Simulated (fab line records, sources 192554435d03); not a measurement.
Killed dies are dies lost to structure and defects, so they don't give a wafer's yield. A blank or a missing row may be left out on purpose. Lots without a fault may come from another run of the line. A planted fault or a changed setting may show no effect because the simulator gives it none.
Which tool did it? | flow n5_finfet | 21 lots, 63 wafers sampled, at 6 steps of a route of 1938

WHAT THE GAUGES READ, wafer by wafer
The record holds no reading of a measuring or inspecting step that can be judged against a usual standard deviation.

WHICH TOOL RAN EACH LOT (tool, then ch and the chambers of the sampled wafers, then the start)
lot  | N5_ILD0_CMP_12               | N5_SDB_DESCUM_16                  | N5_SDB_STRIP_22                     | N5_HKMG_FIN_ALD_36                 | N5_HKMG_FIN_ETCH_31               | N5_HKMG_FIN_ETCH_86
L074 | cmp-03 ch 1,3, day 3 15:17   | rie_diel-03 ch 1,2,3, day 3 16:09 | plasma_asher-01 ch 0,1, day 3 16:27 | ald_metal-04 ch 0,2, day 4 00:34   | rie_diel-01 ch 0,2, day 4 01:50   | rie_diel-01 ch 0,1, day 4 03:08
L075 | cmp-02 ch 0,2,3, day 4 04:07 | rie_diel-03 ch 2,3, day 4 05:23   | plasma_asher-02 ch 0,1, day 4 05:41 | ald_metal-04 ch 2,3, day 4 13:49   | rie_diel-01 ch 0,2, day 4 15:13   | rie_diel-03 ch 0,3, day 4 16:39
L077 | cmp-03 ch 1,3, day 4 11:49   | rie_diel-01 ch 0,1,2, day 4 13:30 | plasma_asher-01 ch 0,1, day 4 13:49 | ald_metal-03 ch 1,2,3, day 4 21:19 | rie_diel-03 ch 1,2,3, day 4 22:35 | rie_diel-03 ch 0,1,2, day 4 23:53
L078 | cmp-03 ch 0,1, day 4 18:28   | rie_diel-01 ch 0,1,2, day 4 19:34 | plasma_asher-02 ch 0,1, day 4 19:55 | ald_metal-02 ch 0,2, day 5 03:14   | rie_diel-04 ch 0,2, day 5 04:47   | rie_diel-01 ch 1,3, day 5 06:08
L079 | cmp-04 ch 0,2,3, day 4 23:07 | rie_diel-04 ch 0,1,3, day 5 00:01 | plasma_asher-01 ch 0,1, day 5 00:19 | ald_metal-03 ch 0,2,3, day 5 07:36 | rie_diel-04 ch 1,2,3, day 5 08:56 | rie_diel-01 ch 0,1,2, day 5 10:13
L080 | cmp-02 ch 0,1,2, day 5 05:19 | rie_diel-04 ch 0,1,2, day 5 06:10 | plasma_asher-01 ch 0,1, day 5 06:45 | ald_metal-04 ch 0,1,2, day 5 14:08 | rie_diel-01 ch 0,1,3, day 5 15:25 | rie_diel-03 ch 0,1,3, day 5 16:43
L081 | cmp-04 ch 0,3, day 5 19:31   | rie_diel-01 ch 0,3, day 5 20:38   | plasma_asher-01 ch 0,1, day 5 20:59 | ald_metal-03 ch 2,3, day 6 04:26   | rie_diel-01 ch 0,2,3, day 6 05:42 | rie_diel-01 ch 0,1,2, day 6 07:00
L082 | cmp-02 ch 0,1,2, day 5 20:04 | rie_diel-01 ch 1,2,3, day 5 20:58 | plasma_asher-01 ch 0,1, day 5 21:16 | ald_metal-04 ch 0,1,3, day 6 05:01 | rie_diel-01 ch 0,1,3, day 6 06:18 | rie_diel-03 ch 1,2,3, day 6 07:40
L083 | cmp-04 ch 1,3, day 6 01:27   | rie_diel-01 ch 0,2,3, day 6 02:13 | plasma_asher-02 ch 0,1, day 6 02:32 | ald_metal-04 ch 0,2,3, day 6 09:53 | rie_diel-03 ch 1,2,3, day 6 11:22 | rie_diel-03 ch 2,3, day 6 12:39
L084 | cmp-02 ch 1,2,3, day 6 06:47 | rie_diel-01 ch 0,2,3, day 6 07:29 | plasma_asher-02 ch 0,1, day 6 07:50 | ald_metal-04 ch 0,3, day 6 15:22   | rie_diel-01 ch 1,2,3, day 6 16:40 | rie_diel-01 ch 1,2,3, day 6 17:58
L085 | cmp-03 ch 1,2,3, day 6 12:55 | rie_diel-03 ch 1,2,3, day 6 13:54 | plasma_asher-02 ch 0,1, day 6 14:13 | ald_metal-04 ch 0,1, day 6 21:51   | rie_diel-04 ch 0,1,2, day 6 23:01 | rie_diel-04 ch 1,2,3, day 7 00:17
L087 | cmp-03 ch 0,1,2, day 6 22:41 | rie_diel-01 ch 0,1,3, day 6 23:35 | plasma_asher-02 ch 0,1, day 6 23:54 | ald_metal-03 ch 0,1,3, day 7 07:46 | rie_diel-04 ch 0,1,2, day 7 09:11 | rie_diel-04 ch 0,1,3, day 7 10:28
L088 | cmp-02 ch 0,2,3, day 7 04:31 | rie_diel-04 ch 1,2, day 7 05:20   | plasma_asher-01 ch 0,1, day 7 05:38 | ald_metal-02 ch 0,3, day 7 13:50   | rie_diel-01 ch 0,3, day 7 15:07   | rie_diel-04 ch 0,1, day 7 16:38
L089 | cmp-03 ch 1,2, day 7 10:47   | rie_diel-04 ch 2,3, day 7 12:25   | plasma_asher-02 ch 0, day 7 12:56   | ald_metal-02 ch 1,2,3, day 7 20:59 | rie_diel-03 ch 0,1,3, day 7 22:17 | rie_diel-04 ch 1,2, day 7 23:43
L090 | cmp-02 ch 1,2,3, day 7 15:58 | rie_diel-03 ch 0,1,2, day 7 16:44 | plasma_asher-02 ch 0,1, day 7 17:02 | ald_metal-02 ch 0,1,3, day 8 00:31 | rie_diel-01 ch 0,1,3, day 8 01:41 | rie_diel-01 ch 1,2,3, day 8 02:58
L091 | cmp-03 ch 0,1,3, day 7 21:04 | rie_diel-03 ch 1,2,3, day 7 21:58 | plasma_asher-02 ch 1, day 7 22:16   | ald_metal-02 ch 1,2, day 8 06:55   | rie_diel-04 ch 0,2, day 8 08:11   | rie_diel-04 ch 0,3, day 8 09:29
L092 | cmp-02 ch 0,1,3, day 8 02:58 | rie_diel-03 ch 1,2,3, day 8 03:52 | plasma_asher-02 ch 0,1, day 8 04:11 | ald_metal-02 ch 0,1,2, day 8 12:20 | rie_diel-01 ch 1,2,3, day 8 13:37 | rie_diel-04 ch 0,1,2, day 8 14:54
L093 | cmp-04 ch 0,1,3, day 8 09:37 | rie_diel-03 ch 0,1,3, day 8 10:31 | plasma_asher-01 ch 0,1, day 8 10:50 | ald_metal-04 ch 0,2,3, day 8 18:52 | rie_diel-01 ch 1,2,3, day 8 20:18 | rie_diel-03 ch 1,2,3, day 8 21:37
L095 | cmp-02 ch 0,2,3, day 8 23:10 | rie_diel-03 ch 0,3, day 8 23:59   | plasma_asher-01 ch 0,1, day 9 00:20 | ald_metal-03 ch 0,2,3, day 9 07:42 | rie_diel-04 ch 2,3, day 9 08:52   | rie_diel-04 ch 0,1,2, day 9 10:08
L096 | cmp-04 ch 0,3, day 9 06:38   | rie_diel-01 ch 0,3, day 9 07:37   | plasma_asher-01 ch 0, day 9 07:58   | ald_metal-02 ch 1,3, day 9 15:18   | rie_diel-03 ch 0,1,2, day 9 16:40 | rie_diel-01 ch 1,3, day 9 17:58
L097 | cmp-03 ch 0,1,2, day 9 09:54 | rie_diel-04 ch 0,1, day 9 10:45   | plasma_asher-01 ch 0,1, day 9 11:04 | ald_metal-02 ch 0,1, day 9 18:51   | rie_diel-03 ch 0,1,3, day 9 20:37 | rie_diel-01 ch 0,1,3, day 9 21:59
- N5_ILD0_CMP_12: polishes SiNx, stops on poly-Si, t overpolish 6 s, target thk 17.67 nm.
- N5_SDB_DESCUM_16: chemistry O2, time 7.9 s.
- N5_SDB_STRIP_22: strips in N2/H2.
- N5_HKMG_FIN_ALD_36: deposits TiN, target thk 1 nm, pulse time 1 s, purge time 3 s.
- N5_HKMG_FIN_ETCH_31: etches SiARC in CF4, target depth 45.5 nm, time 75.8 s.
- N5_HKMG_FIN_ETCH_86: etches SOC in N2/H2, stops on TiN, target depth 393.2 nm.

WHAT THE TOOLS THEMSELVES READ (means of the sampled wafers that have a number; where no wafer has one, the mark that the record gives instead)
N5_ILD0_CMP_12.
lot  | tool   | motor_current_A (A) | overpolish_run_s (s) | time_to_endpoint_s (s)
L074 | cmp-03 | 8.8                 | 5.997                | 32
L075 | cmp-02 | 8.4                 | 5.998                | 31
L077 | cmp-03 | 8.9                 | 6.007                | 32
L078 | cmp-03 | 8.7                 | 5.999                | 32
L079 | cmp-04 | 8.7                 | 5.999                | 27
L080 | cmp-02 | 7.6                 | 6.003                | 28
L081 | cmp-04 | 7.7                 | 5.999                | 27
L082 | cmp-02 | 7.6                 | 5.998                | 28
L083 | cmp-04 | 7.4                 | 6.000                | 29
L084 | cmp-02 | 8.4                 | 5.993                | 28
L085 | cmp-03 | 8.6                 | 6.006                | 25
L087 | cmp-03 | 9.2                 | 5.996                | 25
L088 | cmp-02 | 8.4                 | 6.001                | 31
L089 | cmp-03 | 9.5                 | 5.997                | 25
L090 | cmp-02 | 8.5                 | 6.001                | 30
L091 | cmp-03 | 8.7                 | 5.995                | 28
L092 | cmp-02 | 8.8                 | 6.005                | 27
L093 | cmp-04 | 7.8                 | 6.004                | 28
L095 | cmp-02 | 8.4                 | 6.003                | 30
L096 | cmp-04 | 7.3                 | 5.996                | 31
L097 | cmp-03 | 9.1                 | 5.994                | 32

N5_SDB_DESCUM_16.
lot  | tool        | drypump_motor_current_A (A) | oes_product_au (a.u.) | rf_vpp_V (V) | showerhead_plenum_p_Torr (Torr) | throttle_valve_pct (%)
L074 | rie_diel-03 | 5.41                        | 0.78                  | 244.3        | 2.11                            | 20.68
L075 | rie_diel-03 | 5.28                        | 0.85                  | 242.1        | 2.11                            | 20.65
L077 | rie_diel-01 | 5.57                        | 0.73                  | 242.8        | 2.05                            | 20.36
L078 | rie_diel-01 | 5.58                        | 0.72                  | 243.1        | 2.05                            | 20.37
L079 | rie_diel-04 | 5.55                        | 0.74                  | 241.9        | 2.05                            | 20.29
L080 | rie_diel-04 | 5.61                        | 0.72                  | 242.8        | 2.04                            | 20.30
L081 | rie_diel-01 | 5.28                        | 0.89                  | 243.3        | 2.08                            | 20.14
L082 | rie_diel-01 | 5.56                        | 0.80                  | 242.0        | 2.01                            | 20.30
L083 | rie_diel-01 | 5.45                        | 0.79                  | 242.5        | 2.06                            | 20.29
L084 | rie_diel-01 | 5.43                        | 0.79                  | 243.0        | 2.06                            | 20.29
L085 | rie_diel-03 | 5.40                        | 0.84                  | 244.1        | 2.19                            | 20.57
L087 | rie_diel-01 | 5.41                        | 0.78                  | 242.5        | 2.06                            | 20.25
L088 | rie_diel-04 | 5.75                        | 0.71                  | 242.6        | 2.01                            | 20.29
L089 | rie_diel-04 | 5.28                        | 0.73                  | 243.1        | 2.07                            | 20.31
L090 | rie_diel-03 | 5.53                        | 0.85                  | 245.0        | 2.18                            | 20.32
L091 | rie_diel-03 | 5.40                        | 0.83                  | 244.3        | 2.18                            | 20.58
L092 | rie_diel-03 | 5.40                        | 0.82                  | 244.5        | 2.18                            | 20.58
L093 | rie_diel-03 | 5.71                        | 0.82                  | 243.3        | 2.15                            | 20.38
L095 | rie_diel-03 | 5.70                        | 0.91                  | 244.2        | 2.14                            | 20.09
L096 | rie_diel-01 | 5.31                        | 0.76                  | 244.0        | 2.11                            | 20.28
L097 | rie_diel-04 | 5.78                        | 0.71                  | 242.7        | 2.00                            | 20.35

N5_SDB_STRIP_22.
lot  | tool            | drypump_motor_current_A (A) | heater_power_w (W) | oes_product_au (a.u.) | strip_time_to_endpoint_s (s)
L074 | plasma_asher-01 | 6.2                         | 328                | 0.714                 | 95.7
L075 | plasma_asher-02 | 6.0                         | 363                | 0.713                 | 95.7
L077 | plasma_asher-01 | 6.2                         | 320                | 0.713                 | 96.6
L078 | plasma_asher-02 | 6.4                         | 357                | 0.715                 | 96.6
L079 | plasma_asher-01 | 6.2                         | 320                | 0.713                 | 95.9
L080 | plasma_asher-01 | 5.7                         | 308                | 0.713                 | 96.0
L081 | plasma_asher-01 | 5.7                         | 313                | 0.713                 | 96.9
L082 | plasma_asher-01 | 5.7                         | 316                | 0.713                 | 96.8
L083 | plasma_asher-02 | 6.0                         | 363                | 0.718                 | 96.7
L084 | plasma_asher-02 | 6.4                         | 356                | 0.712                 | 96.9
L085 | plasma_asher-02 | 6.4                         | 352                | 0.714                 | 95.9
L087 | plasma_asher-02 | 6.0                         | 360                | 0.714                 | 96.6
L088 | plasma_asher-01 | 5.7                         | 309                | 0.710                 | 95.9
L089 | plasma_asher-02 | 5.7                         | 367                | 0.718                 | 96.1
L090 | plasma_asher-02 | 6.0                         | 360                | 0.715                 | 96.3
L091 | plasma_asher-02 | 6.7                         | 352                | 0.712                 | 96.0
L092 | plasma_asher-02 | 6.0                         | 362                | 0.717                 | 96.3
L093 | plasma_asher-01 | 5.7                         | 310                | 0.716                 | 95.7
L095 | plasma_asher-01 | 6.2                         | 327                | 0.713                 | 96.3
L096 | plasma_asher-01 | 5.3                         | 296                | 0.712                 | 96.8
L097 | plasma_asher-01 | 5.7                         | 308                | 0.714                 | 96.7

N5_HKMG_FIN_ALD_36.
lot  | tool         | heater_power_w (W) | precursor_pulse_height_rel | susceptor_temp_C (C)
L074 | ald_metal-04 | 812                | 1.012                      | 400.02
L075 | ald_metal-04 | 810                | 1.000                      | 399.67
L077 | ald_metal-03 | 920                | 0.988                      | 400.04
L078 | ald_metal-02 | 982                | 1.005                      | 399.81
L079 | ald_metal-03 | 855                | 0.987                      | 399.97
L080 | ald_metal-04 | 833                | 0.987                      | 399.91
L081 | ald_metal-03 | 911                | 0.989                      | 399.90
L082 | ald_metal-04 | 771                | 1.011                      | 400.00
L083 | ald_metal-04 | 803                | 1.000                      | 400.09
L084 | ald_metal-04 | 761                | 1.021                      | 400.14
L085 | ald_metal-04 | 779                | 1.009                      | 400.42
L087 | ald_metal-03 | 863                | 0.993                      | 399.78
L088 | ald_metal-02 | 957                | 0.979                      | 399.98
L089 | ald_metal-02 | 922                | 1.008                      | 399.98
L090 | ald_metal-02 | 917                | 1.026                      | 399.89
L091 | ald_metal-02 | 923                | 0.988                      | 400.00
L092 | ald_metal-02 | 943                | 0.996                      | 400.10
L093 | ald_metal-04 | 811                | 1.004                      | 399.73
L095 | ald_metal-03 | 857                | 1.009                      | 399.98
L096 | ald_metal-02 | 895                | 0.988                      | 399.94
L097 | ald_metal-02 | 925                | 1.006                      | 399.79

N5_HKMG_FIN_ETCH_31.
lot  | tool        | drypump_motor_current_A (A) | etch_rf_on_time_s (s) | oes_product_au (a.u.) | rf_vpp_V (V) | showerhead_plenum_p_Torr (Torr) | throttle_valve_pct (%)
L074 | rie_diel-01 | 5.46                        | 78.2                  | 0.63                  | 184.0        | 2.16                            | 15.59
L075 | rie_diel-01 | 5.62                        | 77.8                  | 0.64                  | 183.8        | 2.10                            | 15.66
L077 | rie_diel-03 | 5.41                        | 73.8                  | 0.66                  | 184.5        | 2.14                            | 15.76
L078 | rie_diel-04 | 5.49                        | 76.3                  | 0.62                  | 183.1        | 2.13                            | 15.56
L079 | rie_diel-04 | 5.51                        | 74.4                  | 0.63                  | 183.1        | 2.10                            | 15.57
L080 | rie_diel-01 | 5.41                        | 75.1                  | 0.69                  | 182.7        | 2.11                            | 15.48
L081 | rie_diel-01 | 5.45                        | 77.5                  | 0.69                  | 183.4        | 2.12                            | 15.54
L082 | rie_diel-01 | 5.41                        | 77.5                  | 0.67                  | 183.5        | 2.11                            | 15.48
L083 | rie_diel-03 | 5.39                        | 73.3                  | 0.74                  | 184.8        | 2.23                            | 15.62
L084 | rie_diel-01 | 5.55                        | 77.2                  | 0.68                  | 182.9        | 2.06                            | 15.56
L085 | rie_diel-04 | 5.62                        | 76.5                  | 0.60                  | 184.1        | 2.10                            | 15.60
L087 | rie_diel-04 | 5.61                        | 75.6                  | 0.61                  | 183.3        | 2.10                            | 15.60
L088 | rie_diel-01 | 5.30                        | 78.2                  | 0.66                  | 184.8        | 2.17                            | 15.51
L089 | rie_diel-03 | 5.70                        | 74.3                  | 0.71                  | 184.4        | 2.18                            | 15.45
L090 | rie_diel-01 | 5.40                        | 76.9                  | 0.65                  | 184.1        | 2.10                            | 15.51
L091 | rie_diel-04 | 5.48                        | 76.8                  | 0.60                  | 183.0        | 2.12                            | 15.59
L092 | rie_diel-01 | 5.56                        | 76.1                  | 0.66                  | 183.7        | 2.05                            | 15.58
L093 | rie_diel-01 | 5.56                        | 76.2                  | 0.65                  | 182.4        | 2.05                            | 15.58
L095 | rie_diel-04 | 5.28                        | 74.6                  | 0.71                  | 184.3        | 2.12                            | 15.42
L096 | rie_diel-03 | 5.51                        | 74.9                  | 0.71                  | 184.4        | 2.22                            | 15.49
L097 | rie_diel-03 | 5.69                        | 76.0                  | 0.68                  | 185.5        | 2.18                            | 15.48

N5_HKMG_FIN_ETCH_86.
lot  | tool        | drypump_motor_current_A (A) | oes_product_au (a.u.) | rf_vpp_V (V) | showerhead_plenum_p_Torr (Torr) | throttle_valve_pct (%)
L074 | rie_diel-01 | 5.45                        | 0.73                  | 241.3        | 2.57                            | 17.78
L075 | rie_diel-03 | 5.71                        | 0.76                  | 241.1        | 2.61                            | 17.67
L077 | rie_diel-03 | 5.54                        | 0.69                  | 240.8        | 2.55                            | 17.97
L078 | rie_diel-01 | 5.39                        | 0.88                  | 240.0        | 2.46                            | 17.50
L079 | rie_diel-01 | 5.58                        | 0.73                  | 240.3        | 2.49                            | 17.80
L080 | rie_diel-03 | 5.69                        | 0.75                  | 241.7        | 2.61                            | 17.83
L081 | rie_diel-01 | 5.58                        | 0.73                  | 239.3        | 2.49                            | 17.80
L082 | rie_diel-03 | 5.41                        | 0.84                  | 241.7        | 2.64                            | 17.86
L083 | rie_diel-03 | 5.09                        | 0.93                  | 243.2        | 2.68                            | 17.77
L084 | rie_diel-01 | 5.56                        | 0.79                  | 239.0        | 2.44                            | 17.67
L085 | rie_diel-04 | 5.53                        | 0.72                  | 240.3        | 2.49                            | 17.76
L087 | rie_diel-04 | 5.56                        | 0.72                  | 239.8        | 2.50                            | 17.86
L088 | rie_diel-04 | 5.79                        | 0.71                  | 239.6        | 2.46                            | 17.80
L089 | rie_diel-04 | 5.76                        | 0.70                  | 238.9        | 2.45                            | 17.72
L090 | rie_diel-01 | 5.56                        | 0.77                  | 239.7        | 2.43                            | 17.69
L091 | rie_diel-04 | 5.42                        | 0.72                  | 240.1        | 2.53                            | 17.93
L092 | rie_diel-04 | 5.62                        | 0.69                  | 240.7        | 2.48                            | 17.79
L093 | rie_diel-03 | 5.40                        | 0.80                  | 241.9        | 2.63                            | 17.90
L095 | rie_diel-04 | 5.62                        | 0.79                  | 240.0        | 2.48                            | 17.63
L096 | rie_diel-01 | 5.38                        | 0.80                  | 239.9        | 2.45                            | 17.57
L097 | rie_diel-01 | 5.43                        | 0.74                  | 240.4        | 2.50                            | 17.72

THE ANSWER, worked out from the rows above alone
Rule: what is usual is taken from the lots themselves. Put in order of their means at a reading, lots are off if they are a third of the lots or fewer, leave a main group of 4 or more, and stand apart from it by a gap of 3 or more times the standard deviation of the main group's means; of several such gaps the widest counts. A main group whose means are all the same, to the digits that the tables above print for the reading, isn't used. A lot without any number at a reading at which 4 lots or more have one is off too. The other lots that the step has rows for count as sound. The gauges are gone through in route order, then the tools' own readings, and for those a lot's mean is taken as printed above. The first step at which some lot is off is used, and at that step the reading that is off furthest; a lot without a number counts as furthest.
No lot is off at any reading shown: from this, nothing can be told.

WHAT THE SIMULATOR HAD PUT IN
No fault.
